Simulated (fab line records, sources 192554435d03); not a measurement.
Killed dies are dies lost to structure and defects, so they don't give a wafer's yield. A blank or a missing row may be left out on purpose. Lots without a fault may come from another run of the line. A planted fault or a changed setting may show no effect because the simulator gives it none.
Chamber matching | flow n5_finfet | N5_BEOL_M14_ETCH_67 on rie_diel-01: 4 sister chambers
The step etches SiARC in CF4, target depth 143 nm, time 238.3 s. 18 wafers are shown with their chamber, then 9 later ones without.

WAFERS WITH THEIR CHAMBER
wafer  | chamber | showerhead_plenum_p_Torr (Torr) | drypump_motor_current_A (A) | throttle_valve_pct (%)
L079.1 | 0       | 2.18                            | 5.4                         | 15.74
L079.2 | 2       | 2.12                            | 5.5                         | 15.60
L079.3 | 3       | 2.16                            | 5.8                         | 15.50
L081.1 | 0       | 2.18                            | 5.4                         | 15.76
L081.2 | 1       | 2.09                            | 4.9                         | 15.35
L081.6 | 3       | 2.16                            | 5.8                         | 15.51
L083.1 | 3       | 2.16                            | 5.8                         | 15.51
L083.3 | 2       | 2.12                            | 5.5                         | 15.61
L083.5 | 2       | 2.12                            | 5.5                         | 15.61
L086.2 | 0       | 2.18                            | 5.3                         | 15.77
L086.5 | 1       | 2.09                            | 4.9                         | 15.36
L086.6 | 2       | 2.12                            | 5.5                         | 15.63
L089.1 | 3       | 2.16                            | 5.8                         | 15.54
L089.3 | 0       | 2.17                            | 5.3                         | 15.81
L089.6 | 1       | 2.08                            | 4.9                         | 15.37
L090.1 | 1       | 2.08                            | 4.8                         | 15.38
L090.3 | 0       | 2.17                            | 5.4                         | 15.82
L090.5 | 1       | 2.08                            | 4.8                         | 15.40

SIGNATURES (means of the wafers above)
reading                  | chamber 0 | chamber 1 | chamber 2 | chamber 3 | scatter within a chamber
showerhead_plenum_p_Torr | 2.1760    | 2.0840    | 2.1200    | 2.1600    | 0.00414
drypump_motor_current_A  | 5.360     | 4.860     | 5.500     | 5.800     | 0.0414
throttle_valve_pct       | 15.7800   | 15.3720   | 15.6125   | 15.5150   | 0.0231
Rule: a wafer's distance from a chamber is the root of the sum, over the readings, of the square of ((its reading less the chamber's mean) divided by the reading's scatter). The wafer belongs to the nearest chamber; if the next one is less than 2 further off, it can't be placed. The scatter: the root of (the sum of the squares of (reading less its chamber's mean) over the shown wafers, divided by (wafers less chambers)).

WAFERS WITHOUT THEIR CHAMBER
wafer  | showerhead_plenum_p_Torr (Torr) | drypump_motor_current_A (A) | throttle_valve_pct (%)
L091.1 | 2.15                            | 5.8                         | 15.55
L091.5 | 2.08                            | 4.9                         | 15.39
L091.6 | 2.17                            | 5.4                         | 15.82
L092.1 | 2.15                            | 5.8                         | 15.53
L092.2 | 2.11                            | 5.5                         | 15.66
L092.3 | 2.17                            | 5.3                         | 15.83
L097.3 | 2.17                            | 5.4                         | 15.83
L097.4 | 2.15                            | 5.7                         | 15.58
L097.5 | 2.08                            | 4.9                         | 15.42

WHICH CHAMBER EACH WENT THROUGH
wafer  | from the rows above | in truth
L091.1 | 3                   | 3
L091.5 | 1                   | 1
L091.6 | 0                   | 0
L092.1 | 3                   | 3
L092.2 | 2                   | 2
L092.3 | 0                   | 0
L097.3 | 0                   | 0
L097.4 | 3                   | 3
L097.5 | 1                   | 1
Placed correctly: 9 of 9. Can't be placed from these rows: 0. Placed wrongly: 0.
